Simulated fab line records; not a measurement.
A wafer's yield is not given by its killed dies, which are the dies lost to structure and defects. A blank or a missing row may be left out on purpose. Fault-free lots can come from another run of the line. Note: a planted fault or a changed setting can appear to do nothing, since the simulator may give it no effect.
fab line records	flow n5_finfet
record lots=6	wafers=16	last_day=18
route steps=1938 shown FIN_CUT@157 BEOL_M4@1111 PASSIVATION@1936
lots that met no fault: taken from a fault-free run of the same line
start_h: start of the lot's first displayed wafer, in hours after the record's first day	wait_h: hours from the lot's prior step to this one	" the same as in the row above	L1.1+2: one row covering several wafers at once	- no value, or no start given	* or withheld: withheld	< > ~ a bound
route shown NAME@n: NAME is a module with steps in the file, n the number in the route of the first one	usual: mean/standard deviation of fault-free wafers	same: alike in all rows	chamber/n: place in a boat	sites: the reading at each site	_std_site: their standard deviation	_edge_site: inner sites' mean taken away from outer sites' mean	radius_mm: how far each site lies from the wafer's centre	mask NAME#n: copy n	behind: tool/chamber where the wafer was last shaped	hold: reason for holding the lot/hours on hold/outcome of the hold	device: which transistor (n, p or np) failed to switch	end of line: tests run on the same wafers once the route is complete	a step with no rows: only its recipe	killed: not the wafer's yield, but the dies lost to structure and defects at the first sort	map: a wafer's dies, x killed, . not, _ none there
set.NAME: the setting that was run; set.NAME@STEP: the one run at that earlier step	model.NAME: the simulator's own value behind a step, which no gauge read
a table for each step, a row for each wafer; lots at some steps of the route
services: from which hour (start_h, from the record's first day; less than 0 if before it) a tool's chamber was out of use, for how many hours, and why
## steps
# step N5_FIN_CUT_COAT_02
# recipe resist=CAR-EUV	spin_rpm=1500	resist_thk_nm=30
# step N5_FIN_CUT_EBR_04
# recipe solvent=PGMEA	ebr_width_mm=1.5
# step N5_FIN_CUT_SOFTBAKE_03
# recipe temp_c=110	time_s=60	resist=CAR-EUV
# step N5_FIN_CUT_EXPOSE_05
# recipe mask_id=FIN_CUT	na=0.33	source_shape=annular	sigma_inner=0.35	sigma_outer=0.8	polarization=unpolarized	dose_mj=45.75
# step N5_FIN_CUT_PEB_06
# recipe peb_temp_c=100	peb_time_s=60	resist=CAR-EUV
# step N5_FIN_CUT_DEVELOP_07
# recipe develop_time_s=30	developer=TMAH	resist=CAR-EUV	rinse_liquid=surfactant_rinse	dry=air_spin	dev_temp_c=23
# step N5_FIN_CUT_CD_MEAS_08
# recipe target_cd_nm=29.1	landing_energy_ev=500	detector=se_inlens	polarity=opening
# usual cd_nm=29.21/0.22
lot.wafer	tool	chamber	start_h	wait_h	cd_nm
L366.3	cd_sem-02	0	33.59	-	29.03
L366.4	"	0	"	"	29.49
L366.5	"	0	"	"	28.89
L370.1	cd_sem-03	0	56.75	-	29.33
L370.2	"	0	"	"	29.34
L370.4	"	0	"	"	29.59
L373.2	cd_sem-03	0	75.33	-	28.87
L373.5	"	0	"	"	28.76
L373.6	"	0	"	"	29.05
L374.3	cd_sem-01	0	82.09	-	29.31
L374.5	"	0	"	"	29.24
L374.6	"	0	"	"	29.26
L383.1	cd_sem-02	0	135.66	-	29.35
L383.4	"	0	"	"	29.31
L387.3	cd_sem-01	0	158.60	-	29.37
L387.4	"	0	"	"	28.68
# step N5_FIN_CUT_OVL_MEAS_09
# recipe points_per_wafer=522
# usual FIN_CUT_OVL=0.0/0.57
lot.wafer	tool	chamber	start_h	wait_h	FIN_CUT_OVL[nm]
L366.3	overlay-02	0	33.63	0.0	-1.0
L366.4	"	0	"	"	-1.0
L366.5	"	0	"	"	0.1
L370.1	overlay-02	0	56.78	0.0	-0.5
L370.2	"	0	"	"	-0.3
L370.4	"	0	"	"	-0.3
L373.2	overlay-01	0	75.36	0.0	0.4
L373.5	"	0	"	"	-0.4
L373.6	"	0	"	"	0.5
L374.3	overlay-01	0	82.13	0.0	-1.2
L374.5	"	0	"	"	-0.5
L374.6	"	0	"	"	-1.4
L383.1	overlay-02	0	135.69	0.0	0.2
L383.4	"	0	"	"	-0.3
L387.3	overlay-02	0	158.64	0.0	-0.1
L387.4	"	0	"	"	0.5
# step N5_FIN_CUT_INSPECT_10
# recipe mode=adi	inspect_instrument=brightfield
# usual raw_defect_count=43/13
lot.wafer	tool	chamber	start_h	wait_h	raw_defect_count
L366.3	defect_inspect-02	-	33.68	0.0	35
L366.4	"	-	"	"	39
L366.5	"	-	"	"	55
L370.1	defect_inspect-01	-	56.84	0.1	32
L370.2	"	-	"	"	30
L370.4	"	-	"	"	39
L373.2	defect_inspect-01	-	75.41	0.0	30
L373.5	"	-	"	"	76
L373.6	"	-	"	"	40
L374.3	defect_inspect-02	-	82.18	0.0	71
L374.5	"	-	"	"	61
L374.6	"	-	"	"	84
L383.1	defect_inspect-02	-	135.75	0.1	50
L383.4	"	-	"	"	27
L387.3	defect_inspect-02	-	158.69	0.0	38
L387.4	"	-	"	"	44
# step N5_FIN_CUT_DESCUM_13
# recipe chemistry=O2	time_s=7	source_power_w=50	bias_power_w=20	pressure_mtorr=20	rf_frequency_hz=2.712e+07	temp_c=40	resist=CAR-EUV	o2_flow_sccm=225
# step N5_FIN_CUT_ETCH_30
# recipe chemistry=N2/H2	target=underlayer	target_depth_a=130	mask_material=CAR-EUV	time_s=10.4	ion_energy_ev=200	pressure_mtorr=30	source_w=840	bias_w=150	n2_flow_sccm=200	h2_flow_sccm=200	ends=cleared
# step N5_FIN_CUT_ETCH_20
# recipe chemistry=CF4	target=SiARC	target_depth_a=260	mask_material=CAR-EUV	time_s=43.3	ion_energy_ev=80	pressure_mtorr=40	source_w=545	bias_w=36	Ar_flow_sccm=100	cf4_flow_sccm=100	ends=cleared
# usual chamber_pressure_mTorr=40.01/0.036	drypump_motor_current_A=5.5/0.44	etch_rf_on_time_s=43.1/1.2	oes_product_au=0.69/0.081	rf_vpp_V=184.5/1.2	showerhead_plenum_p_Torr=2.18/0.072	throttle_valve_pct=15.52/0.24
lot.wafer	tool	chamber	start_h	wait_h	chamber_pressure_mTorr	drypump_motor_current_A	etch_rf_on_time_s	oes_product_au	rf_hours_counter_h	rf_vpp_V	showerhead_plenum_p_Torr	throttle_valve_pct
L366.3	rie_diel-01	3	33.77	0.0	40.07	5.1	44.1	0.58	231	182.9	2.02	15.77
L366.4	"	0	"	"	39.98	6.2	43.3	0.74	48	182.5	2.17	15.17
L366.5	"	0	"	"	39.96	6.3	43.0	0.74	-	185.4	2.17	15.18
L370.1	rie_diel-06	3	57.14	0.0	40.08	5.5	45.4	0.61	184	183.8	2.22	15.77
L370.2	"	0	"	"	39.99	5.0	42.2	0.67	126	185.8	2.22	15.41
L370.4	"	1	"	"	39.98	5.6	43.5	0.81	-	185.2	2.28	15.32
L373.2	rie_diel-01	1	75.50	0.0	40.01	6.0	42.2	0.65	144	184.0	2.15	15.77
L373.5	"	1	"	"	39.95	6.0	42.2	0.66	-	184.4	2.15	15.79
L373.6	"	0	"	"	40.01	6.2	42.3	0.73	-	183.7	2.17	15.20
L374.3	rie_diel-05	1	82.45	0.0	40.05	5.5	43.5	0.66	116	183.4	2.23	15.51
L374.5	"	3	"	"	40.00	5.7	41.3	0.64	-	184.3	2.21	15.39
L374.6	"	2	"	"	40.00	5.2	45.5	0.58	-	185.5	2.19	15.60
L383.1	rie_diel-06	2	135.84	0.0	40.00	5.5	43.2	0.77	34	184.2	2.18	15.35
L383.4	"	1	"	"	40.03	5.6	43.6	0.74	31	185.9	2.27	15.37
L387.3	rie_diel-06	1	158.88	0.0	40.01	5.6	43.3	0.75	36	186.2	2.27	15.40
L387.4	"	0	"	"	39.98	5.0	42.8	0.64	161	185.8	2.21	15.50
# step N5_FIN_CUT_ETCH_21
# recipe chemistry=N2/H2	target=SOC	target_depth_a=2190	overetch_a=438	mask_material=SiARC	temp_c=40	ion_energy_ev=100	bias_w=61	time_s=523.5	pressure_mtorr=30	source_w=850	n2_flow_sccm=200	h2_flow_sccm=200
# usual chamber_pressure_mTorr=30.000/0.025	drypump_motor_current_A=5.6/0.43	n2_flow_sccm=199.9/0.54	oes_product_au=0.74/0.082	rf_vpp_V=241.3/1.4	showerhead_plenum_p_Torr=2.59/0.088	throttle_valve_pct=17.71/0.25
lot.wafer	tool	chamber	start_h	wait_h	chamber_pressure_mTorr	drypump_motor_current_A	n2_flow_sccm	oes_product_au	rf_hours_counter_h	rf_vpp_V	showerhead_plenum_p_Torr	throttle_valve_pct	model.SiARC_of_FIN_CUT_COAT_19.thk_nm	model.FIN_CUT.cd_offset_nm
L366.3	rie_diel-01	3	33.81	0.0	29.977	5.1	200.3	0.64	232	239.6	2.40	18.00	12	-0.8
L366.4	"	0	"	"	29.964	6.2	200.3	0.79	48	241.7	2.57	17.38	11.8	0.4
L366.5	"	0	"	"	29.953	6.3	199.1	0.79	-	242.0	2.57	17.37	11.8	0.4
L370.1	rie_diel-06	3	57.18	0.0	30.008	5.6	200.2	0.67	184	243.2	2.63	17.78	12.4	0
L370.2	"	0	"	"	30.033	5.0	199.5	0.71	126	241.9	2.67	17.68	11.8	0.8
L370.4	"	1	"	"	30.000	5.7	200.2	0.85	-	243.3	2.71	17.51	12.2	0.6
L373.2	rie_diel-01	1	75.54	0.0	29.994	6.0	199.2	0.70	144	241.9	2.55	17.96	11.8	0.4
L373.5	"	1	"	"	30.026	6.0	199.3	0.70	-	240.1	2.55	17.95	12	0.6
L373.6	"	0	"	"	30.041	6.2	199.6	0.78	-	239.8	2.57	17.40	11.8	0.6
L374.3	rie_diel-05	1	82.49	0.0	30.021	5.5	199.9	0.71	116	241.6	2.65	17.58	11.8	0.4
L374.5	"	3	"	"	30.007	5.8	200.4	0.67	-	242.5	2.64	17.67	11.6	0.6
L374.6	"	2	"	"	30.020	5.2	199.1	0.63	-	242.4	2.60	17.68	12.2	-0.4
L383.1	rie_diel-06	2	135.88	0.0	30.039	5.5	200.8	0.83	35	240.9	2.60	17.56	11.8	0
L383.4	"	1	"	"	30.017	5.6	199.3	0.81	31	243.3	2.70	17.56	9.2	2.2
L387.3	rie_diel-06	1	158.92	0.0	30.002	5.6	199.5	0.80	37	241.8	2.70	17.56	12	0
L387.4	"	0	"	"	30.032	5.0	200.0	0.68	161	241.3	2.66	17.74	8.8	2.2
# step N5_FIN_CUT_STRIP_23
# recipe chemistry=N2/H2	temp_c=40	n2_flow_sccm=200	h2_flow_sccm=200	rf_frequency_hz=6e+07
# step N5_FIN_CUT_STRIP_31
# recipe chemistry=N2/H2	temp_c=40	n2_flow_sccm=200	h2_flow_sccm=200	rf_frequency_hz=6e+07
# step N5_FIN_CUT_STRIP_24
# recipe chemistry=CF4	resist=SiARC	power_w=300	bias_power_w=75	pressure_mtorr=50	cf4_flow_sccm=150	rf_frequency_hz=6e+07
# usual bias_power_w=75.01/0.22	chamber_pressure_mTorr=50.00/0.048	drypump_motor_current_A=5.5/0.43	oes_product_au=0.79/0.088	rf_vpp_V=271.8/1.6	showerhead_plenum_p_Torr=1.82/0.063	throttle_valve_pct=13.49/0.24
lot.wafer	tool	chamber	start_h	wait_h	bias_power_w	chamber_pressure_mTorr	drypump_motor_current_A	oes_product_au	rf_hours_counter_h	rf_vpp_V	showerhead_plenum_p_Torr	throttle_valve_pct
L366.3	rie_diel-01	3	34.13	0.0	75.22	50.01	5.1	0.68	232	269.1	1.70	13.81
L366.4	"	0	"	"	75.05	49.99	6.2	0.85	49	272.8	1.83	13.18
L366.5	"	0	"	"	74.98	49.97	6.3	0.85	-	271.5	1.83	13.16
L370.1	rie_diel-06	3	57.50	0.0	74.92	49.98	5.6	0.72	185	272.7	1.86	13.75
L370.2	"	0	"	"	74.97	49.95	5.0	0.76	126	272.1	1.86	13.42
L370.4	"	1	"	"	74.67	50.02	5.6	0.93	-	272.8	1.92	13.27
L373.2	rie_diel-01	1	75.86	0.0	74.64	50.00	6.1	0.75	144	269.7	1.79	13.73
L373.5	"	1	"	"	74.69	50.03	6.1	0.75	-	271.3	1.79	13.71
L373.6	"	0	"	"	74.97	49.97	6.2	0.84	-	272.3	1.82	13.18
L374.3	rie_diel-05	1	82.81	0.0	75.07	49.94	5.5	0.77	116	274.0	1.86	13.49
L374.5	"	3	"	"	74.79	49.95	5.7	0.72	-	272.1	1.87	13.46
L374.6	"	2	"	"	75.11	50.03	5.2	0.68	-	271.4	1.82	13.61
L383.1	rie_diel-06	2	136.20	0.0	75.27	50.04	5.5	0.88	35	270.1	1.83	13.29
L383.4	"	1	"	"	75.40	49.95	5.6	0.87	31	274.3	1.91	13.32
L387.3	rie_diel-06	1	159.25	0.0	74.64	49.98	5.6	0.87	37	272.3	1.91	13.35
L387.4	"	0	"	"	74.85	49.97	5.0	0.74	161	274.3	1.85	13.50
# step N5_FIN_CUT_CUT_ETCH_26
# recipe chemistry=CH3F/O2	target=SiNx	target_depth_a=390	mask_material=SOC	time_s=55.7	pressure_mtorr=30	source_w=395	bias_w=73	Ar_flow_sccm=150	CH3F_flow_sccm=30	O2_flow_sccm=20	ion_energy_ev=120
# usual O2_flow_sccm=20.00/0.056	chamber_pressure_mTorr=30.004/0.027	drypump_motor_current_A=5.5/0.43	oes_product_au=0.80/0.094	rf_vpp_V=299/5.7	showerhead_plenum_p_Torr=2.04/0.068	throttle_valve_pct=16.27/0.26
lot.wafer	tool	chamber	start_h	wait_h	O2_flow_sccm	chamber_pressure_mTorr	drypump_motor_current_A	oes_product_au	rf_hours_counter_h	rf_vpp_V	showerhead_plenum_p_Torr	throttle_valve_pct
L366.3	rie_diel-01	3	34.15	0.0	20.03	29.993	5.1	0.69	232	307	1.87	16.44
L366.4	"	0	"	"	20.00	30.017	6.3	0.86	49	301	2.03	15.91
L366.5	"	0	"	"	20.00	30.043	6.3	0.87	-	301	2.03	15.90
L370.1	rie_diel-06	3	57.52	0.0	20.00	30.020	5.6	0.71	185	294	2.08	16.53
L370.2	"	0	"	"	20.08	30.050	5.0	0.78	126	299	2.08	16.14
L370.4	"	1	"	"	19.93	30.032	5.6	0.93	-	297	2.13	16.04
L373.2	rie_diel-01	1	75.88	0.0	20.00	30.034	6.0	0.76	144	292	2.02	16.55
L373.5	"	1	"	"	20.04	30.021	6.0	0.76	-	291	2.02	16.55
L373.6	"	0	"	"	19.96	30.034	6.2	0.85	-	300	2.03	15.93
L374.3	rie_diel-05	1	82.83	0.0	20.08	29.960	5.5	0.78	116	309	2.09	16.32
L374.5	"	3	"	"	20.03	29.907	5.8	0.74	-	301	2.06	16.07
L374.6	"	2	"	"	20.02	30.044	5.2	0.67	-	309	2.06	16.42
L383.1	rie_diel-06	2	136.22	0.0	20.02	30.062	5.5	0.89	35	304	2.04	16.09
L383.4	"	1	"	"	20.03	30.059	5.6	0.88	31	297	2.12	16.06
L387.3	rie_diel-06	1	159.27	0.0	19.94	30.012	5.6	0.88	37	297	2.12	16.08
L387.4	"	0	"	"	19.98	29.997	5.0	0.75	161	300	2.07	16.22
# step N5_FIN_CUT_CUT_ETCH_27
# recipe chemistry=CHF3/O2	target=SiO2	target_depth_a=40	mask_material=SOC	overetch_a=20	time_s=4.9	pressure_mtorr=30	source_w=650	bias_w=170	Ar_flow_sccm=200	CHF3_flow_sccm=50	O2_flow_sccm=5	ion_energy_ev=200
# step N5_FIN_CUT_PRECLEAN_35
# recipe time_s=13.3	temp_c=45	pressure_torr=125	p_hf_torr=3	p_coreactant_torr=25	chemistry=vHF
# usual drypump_motor_current_A=5.49/0.2
lot.wafer	tool	chamber	start_h	wait_h	drypump_motor_current_A
L366.3	vapor_etch-02	0	34.28	0.1	5.61
L366.4	"	1	"	"	5.25
L366.5	"	0	"	"	5.62
L370.1	vapor_etch-01	1	57.63	0.0	5.70
L370.2	"	0	"	"	5.33
L370.4	"	1	"	"	5.68
L373.2	vapor_etch-01	0	76.00	0.0	5.35
L373.5	"	1	"	"	5.73
L373.6	"	0	"	"	5.34
L374.3	vapor_etch-01	1	83.04	0.1	5.73
L374.5	"	0	"	"	5.35
L374.6	"	1	"	"	5.75
L383.1	vapor_etch-02	1	136.33	0.0	5.23
L383.4	"	0	"	"	5.65
L387.3	vapor_etch-01	1	159.40	0.1	5.71
L387.4	"	0	"	"	5.33
# step N5_FIN_CUT_CUT_ETCH_15
# recipe chemistry=HBr/Cl2/O2	target=Si	target_depth_a=1000	bt_time_s=10	mask_material=SOC	time_s=42.4	ion_energy_ev=*	bias_w=*	pressure_mtorr=10	icp_w=800	HBr_flow_sccm=150	Cl2_flow_sccm=80	O2_flow_sccm=12
# step N5_FIN_CUT_CUT_ETCH_28
# recipe chemistry=HBr/Cl2/O2	target=Si	target_depth_a=60	mask_material=SOC	time_s=2.4	ion_energy_ev=*	bias_w=*	pressure_mtorr=10	icp_w=800	HBr_flow_sccm=150	Cl2_flow_sccm=80	O2_flow_sccm=12
# usual O2_flow_sccm=12.00/0.035	chamber_pressure_mTorr=10.001/0.0085	drypump_motor_current_A=5.7/0.41	oes_product_au=1.000/0.012	throttle_valve_pct=37.23/0.28
lot.wafer	tool	chamber	start_h	wait_h	O2_flow_sccm	chamber_pressure_mTorr	drypump_motor_current_A	oes_product_au	rf_hours_counter_h	throttle_valve_pct	model.FIN_CUT.cd_offset_nm
L366.3	rie_si-03	3	34.40	0.0	11.95	9.988	6.1	0.999	3	37.42	-0.8
L366.4	"	0	"	"	12.01	10.000	5.8	1.001	0	36.60	0.4
L366.5	"	3	"	"	11.97	10.010	6.1	0.998	-	37.44	0.4
L370.1	rie_si-03	1	57.77	0.0	12.01	10.013	6.1	1.026	186	37.23	0.2
L370.2	"	3	"	"	12.01	10.012	6.1	0.992	3	37.43	1.4
L370.4	"	2	"	"	12.00	9.997	5.2	0.989	91	37.44	1
L373.2	rie_si-05	0	76.13	0.0	12.05	10.009	5.1	1.013	7	37.34	0.6
L373.5	"	3	"	"	12.02	10.002	5.5	0.998	-	37.32	0.8
L373.6	"	2	"	"	12.01	9.996	5.7	0.970	-	37.52	0.8
L374.3	rie_si-05	1	83.16	0.0	12.04	10.002	5.7	0.993	156	36.98	0.6
L374.5	"	2	"	"	12.05	9.996	5.8	0.976	-	37.51	1
L374.6	"	3	"	"	12.04	9.991	5.5	1.013	-	37.31	-0.4
L383.1	rie_si-02	0	136.47	0.0	12.00	9.994	6.2	0.994	170	37.46	0.4
L383.4	"	3	"	"	11.97	10.014	4.7	1.005	130	37.22	2.4
L387.3	rie_si-05	1	159.52	0.0	12.00	10.005	5.7	0.990	157	36.99	-0.4
L387.4	"	2	"	"	12.00	9.993	5.8	0.986	132	37.51	1.8
# step N5_FIN_CUT_STRIP_22
# recipe chemistry=N2/H2	power_w=500	temp_c=40	pressure_mtorr=50	rf_frequency_hz=6e+07	overash_fraction=0.3	bias_power_w=8	h2_frac=0.5	n2_flow_sccm=300	h2_flow_sccm=300
# usual bias_power_w=8.001/0.026	chamber_pressure_mTorr=50.01/0.13	drypump_motor_current_A=5.6/0.4	n2_flow_sccm=300.1/0.97	oes_product_au=0.80/0.092	rf_vpp_V=54.2/2.2	showerhead_plenum_p_Torr=3.43/0.1	throttle_valve_pct=18.7/0.31
lot.wafer	tool	chamber	start_h	wait_h	bias_power_w	chamber_pressure_mTorr	drypump_motor_current_A	n2_flow_sccm	oes_product_au	rf_hours_counter_h	rf_vpp_V	showerhead_plenum_p_Torr	throttle_valve_pct
L366.3	rie_diel-06	0	34.58	0.2	8.011	49.94	5.0	301.3	0.79	118	57.8	3.53	18.7
L366.4	"	0	"	"	8.018	50.08	5.0	299.1	0.80	-	51.8	3.53	18.7
L366.5	"	3	"	"	8.003	49.77	5.6	299.9	0.73	-	54.5	3.47	18.5
L370.1	rie_diel-06	0	57.83	0.0	7.932	49.91	5.0	299.7	0.78	127	49.0	3.52	18.7
L370.2	"	3	"	"	8.015	49.92	5.6	301.7	0.72	185	51.7	3.46	18.6
L370.4	"	3	"	"	8.061	49.98	5.6	300.2	0.73	-	50.8	3.46	18.6
L373.2	rie_diel-06	0	76.20	0.0	7.971	49.88	5.1	301.4	0.79	132	52.5	3.52	18.8
L373.5	"	2	"	"	7.984	50.03	5.5	301.9	0.95	-	57.4	3.44	18.5
L373.6	"	1	"	"	7.989	50.19	5.6	300.2	0.94	-	55.6	3.57	18.7
L374.3	rie_diel-01	1	83.23	0.0	7.957	49.94	6.0	299.8	0.75	146	58.1	3.37	19.2
L374.5	"	0	"	"	7.992	50.00	6.2	300.6	0.84	-	53.1	3.39	18.7
L374.6	"	3	"	"	8.018	49.99	5.1	299.1	0.67	-	51.8	3.18	19.1
L383.1	rie_diel-05	0	136.54	0.0	7.990	50.09	6.0	299.2	0.91	21	54.8	3.43	18.3
L383.4	"	1	"	"	8.012	49.83	5.5	299.8	0.77	134	53.4	3.49	18.3
L387.3	rie_diel-06	1	159.59	0.0	8.011	49.84	5.6	300.7	0.87	37	59.1	3.56	18.8
L387.4	"	3	"	"	7.948	49.93	5.6	300.3	0.70	217	53.7	3.45	18.6
# step N5_BEOL_M4_RC_MEAS_101
# usual DIBL_N=36.1/1.9	DIBL_P=36.4/2.5	IOFF_N=0.16/0.036	IOFF_P=0.22/0.038	ION_N=672/11	ION_P=462/8	SS_N=71.6/0.68	SS_P=73.3/0.77	VT_N=250/3.3	VT_P=-250/3.6
lot.wafer	tool	chamber	start_h	wait_h	DIBL_N[mV/V]	DIBL_P[mV/V]	IOFF_N[nA/um]	IOFF_P[nA/um]	ION_N[uA/um]	ION_P[uA/um]	SS_N[mV/dec]	SS_P[mV/dec]	VT_N[mV]	VT_P[mV]
L366.3	prober-02	0	195.50	0.3	38.9	40.9	0.21	0.26	670	459	72.5	73.8	249	-248
L366.4	"	0	"	"	34.8	35.1	0.13	0.18	661	465	71.7	72.4	255	-250
L366.5	"	0	"	"	38.7	41.3	0.21	0.27	676	462	73.0	74.1	248	-245
L370.1	prober-02	0	204.61	0.0	39.6	41.3	0.25	0.29	696	474	73.0	74.4	242	-247
L370.2	"	0	"	"	40.4	41.6	0.26	0.31	681	460	72.5	74.6	243	-248
L370.4	"	0	"	"	34.0	34.5	0.13	0.18	665	457	70.6	72.3	252	-251
L373.2	prober-02	0	231.25	0.2	35.3	34.9	0.14	0.20	672	461	71.5	73.0	247	-250
L373.5	"	0	"	"	36.7	36.0	0.15	0.21	671	461	71.4	72.3	250	-250
L373.6	"	0	"	"	34.6	33.7	0.13	0.19	670	456	70.9	72.2	250	-250
L374.3	prober-02	0	242.59	0.3	34.4	34.7	0.12	0.21	666	466	71.4	73.1	252	-250
L374.5	"	0	"	"	38.8	39.0	0.19	0.26	679	460	72.4	74.6	244	-249
L374.6	"	0	"	"	39.0	39.4	0.21	0.26	687	463	72.8	74.0	245	-249
L383.1	prober-02	0	297.29	0.0	34.5	33.8	0.13	0.18	669	462	70.7	72.3	249	-250
L383.4	"	0	"	"	37.8	37.9	0.21	0.27	691	468	71.7	74.5	244	-248
L387.3	prober-02	0	327.26	0.3	35.0	36.3	0.16	0.20	673	458	71.4	73.1	250	-250
L387.4	"	0	"	"	35.6	37.8	0.18	0.23	671	466	71.3	73.0	249	-250
# step N5_PASSIVATION_PROBE_49
# usual defect_limited_yield=91.2/1.4	killed_at_M0_to_M3=34/11	killed_at_M4_up=14/6.3	killed_at_contacts=13/7.4	killed_at_front_end=38/11	killed_at_other=4.3/2.9	killed_dies=103/17	killed_open=68/12	killed_short=34/8	sort_bin_5_function=5.1/0.9	sort_bin_6_memory=3.3/0.66	sort_n_pass=1077/17	sort_yield_pct=91.2/1.4
# same gross_dies=1180	killed_at_back_side=0	sort_bin_4_leakage[%]=0	sort_bin_8_speed[%]=0
lot.wafer	tool	chamber	start_h	wait_h	defect_limited_yield[%]	killed_at_M0_to_M3	killed_at_M4_up	killed_at_contacts	killed_at_front_end	killed_at_other	killed_dies	killed_open	killed_short	sort_bin_5_function[%]	sort_bin_6_memory[%]	sort_n_pass	sort_yield_pct[%]
L366.3	prober-01	-	308.74	0.1	89.5	54	20	7	42	1	124	92	30	6.4	3.6	1056	89.5
L366.4	prober-01	-	308.79	0.2	90.4	29	20	7	52	5	113	66	38	5.0	3.7	1067	90.4
L366.5	prober-01	-	308.84	0.2	93.9	20	7	10	33	2	72	42	30	4.0	1.7	1108	93.9
L370.1	prober-01	-	313.26	0.0	92.6	20	7	17	34	9	87	51	36	4.1	3.1	1093	92.6
L370.2	prober-01	-	313.31	0.1	91.2	32	12	33	22	5	104	70	34	5.3	3.1	1076	91.2
L370.4	prober-01	-	313.41	0.2	89.8	40	19	23	31	7	120	73	47	5.7	4.0	1060	89.8
L383.1	prober-01	-	415.52	0.0	90.4	35	8	6	53	11	113	64	46	6.2	3.3	1067	90.4
L383.4	prober-01	-	415.67	0.2	90.2	39	11	21	41	4	116	76	37	5.6	3.7	1064	90.2
L387.3	prober-01	-	437.00	0.1	89.5	52	6	18	38	10	124	64	59	6.5	3.6	1056	89.5
L387.4	prober-01	-	437.05	0.2	92.6	36	7	10	28	6	87	51	35	4.2	2.9	1093	92.6
# killed by level:class
L366.3 FIN_SAQP:geometric_particle:open=18 BEOL_M0_SAQP:geometric_particle:open=11 BEOL_M0_SAQP:geometric_particle:short=10 BEOL_M2:geometric_particle:open=9 FIN_SAQP:geometric_particle:short=7 BEOL_M4:geometric_particle:open=7 MOL_CONTACT_COAG:geometric_particle:open=7 BEOL_M1:geometric_particle:open=7
L366.4 FIN_SAQP:geometric_particle:open=11 BEOL_M4:geometric_particle:open=11 BEOL_M3:geometric_particle:open=9 FIN_SAQP:geometric_particle:short=7 HKMG_FIN:area_etch=7 STI_FIN_REVEAL:geometric_particle:open=6 GATE_CUT:geometric_particle:short=5 MOL_CONTACT_COAG:geometric_particle:open=5
L366.5 FIN_SAQP:geometric_particle:short=9 FIN_SAQP:geometric_particle:open=7 MOL_CONTACT_COAG:geometric_particle:open=7 BEOL_M1:geometric_particle:open=5 GATE_CUT:geometric_particle:short=4 BEOL_M2:geometric_particle:open=4 BEOL_M3:geometric_particle:open=3 ILD0:geometric_particle:short=3
L370.1 MOL_CONTACT_COAG:geometric_particle:open=13 FIN_SAQP:geometric_particle:open=7 FIN_SAQP:geometric_particle:short=6 BEOL_M3:geometric_particle:open=5 PASS1_DEP:geometric_particle:open=5 MOL_CONTACT_COAG:geometric_particle:short=4 BEOL_M0_SAQP:geometric_particle:short=4 DUMMY_GATE:geometric_particle:open=3
L370.2 MOL_CONTACT_COAG:geometric_particle:open=28 FIN_SAQP:geometric_particle:open=8 BEOL_M0_SAQP:geometric_particle:short=7 BEOL_M0_SAQP:geometric_particle:open=6 BEOL_M3:geometric_particle:open=6 MOL_CONTACT_COAG:geometric_particle:short=5 BEOL_M1:geometric_particle:open=5 BEOL_M4:geometric_particle:short=5
L370.4 MOL_CONTACT_COAG:geometric_particle:open=18 BEOL_M1:geometric_particle:open=13 FIN_SAQP:geometric_particle:open=8 BEOL_M2:geometric_particle:open=8 BEOL_M2:geometric_particle:short=6 BEOL_M4:geometric_particle:open=6 FIN_SAQP:geometric_particle:short=5 MOL_CONTACT_COAG:geometric_particle:short=5
L383.1 STI_FIN_REVEAL:geometric_particle:open=13 BEOL_M0_SAQP:geometric_particle:short=8 FIN_SAQP:geometric_particle:open=7 FIN_SAQP:geometric_particle:short=6 BEOL_M2:geometric_particle:open=6 MIM_BOT:geometric_particle:short=6 DUMMY_GATE:geometric_particle:open=5 BEOL_M2:geometric_particle:short=5
L383.4 MOL_CONTACT_COAG:geometric_particle:open=19 FIN_SAQP:geometric_particle:open=13 BEOL_M0_SAQP:geometric_particle:open=11 FIN_SAQP:geometric_particle:short=9 BEOL_M0_SAQP:geometric_particle:short=7 BEOL_M2:geometric_particle:open=6 BEOL_M2:geometric_particle:short=5 STI_FIN_REVEAL:geometric_particle:open=4
L387.3 BEOL_M0_SAQP:geometric_particle:short=21 MOL_CONTACT_COAG:geometric_particle:open=12 BEOL_M0_SAQP:geometric_particle:open=11 FIN_SAQP:geometric_particle:short=9 FIN_SAQP:geometric_particle:open=8 BEOL_M2:geometric_particle:open=7 STI_FIN_REVEAL:geometric_particle:open=6 MOL_CONTACT_COAG:geometric_particle:short=6
L387.4 BEOL_M0_SAQP:geometric_particle:short=13 MOL_CONTACT_COAG:geometric_particle:open=9 FIN_SAQP:geometric_particle:open=7 BEOL_M0_SAQP:geometric_particle:open=7 FIN_SAQP:geometric_particle:short=6 BEOL_M3:geometric_particle:open=6 STI_FIN_REVEAL:geometric_particle:open=4 MIM_TOP:geometric_particle:short=4
## services
tool	chamber	start_h	hours	kind
rie_si-03	3	14.47	5.9	repair
rie_si-03	1	21.91	4.4	repair
rie_diel-06	1	23.56	-	clean
rie_diel-06	1	23.56	-	consumable_replace:focus_ring
rie_diel-06	1	23.56	-	consumable_replace:showerhead
rie_diel-06	1	23.56	14.8	scheduled_down
rie_diel-06	1	23.56	14.8	vent_cycle
vapor_etch-02	-	26.62	0.7	repair
rie_diel-06	-	26.91	0.5	repair
rie_si-05	-	27.78	28.1	pm
rie_diel-05	2	35.50	9.6	repair
rie_si-02	1	36.21	2.5	repair
rie_si-03	2	44.73	1.0	repair
rie_diel-06	3	59.45	3.1	repair
rie_diel-01	-	61.65	0.1	repair
rie_diel-01	2	64.81	7.6	repair
rie_si-02	1	70.94	3.5	repair
rie_diel-01	3	99.51	-	clean
rie_si-02	2	101.40	1.0	repair
vapor_etch-01	1	103.15	3.1	repair
vapor_etch-02	-	114.03	2.8	pm
rie_diel-05	-	114.50	1.7	repair
rie_si-03	1	116.47	1.7	repair
rie_diel-06	1	137.19	5.7	repair
## key
first_sign none at tools or gauges
model_effect step=N5_FIN_CUT_ETCH_21	value=SiARC_of_FIN_CUT_COAT_19.thk_nm	without=11.9	struck=9
model_effect step=N5_FIN_CUT_CUT_ETCH_28	value=FIN_CUT.cd_offset_nm	without=0	struck=2.1
met_at N5_FIN_CUT_ETCH_21
struck_wafers L383.4,L387.4
onset_between 57.18 135.88
fault kind=process_parameter_drift	tool=rie_diel-06	chamber=-	onset_h=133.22	steps=N5_FIN_CUT_ETCH_21	channel=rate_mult	offset=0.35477	shape=step	end_h=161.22	scope=struck_wafers_only
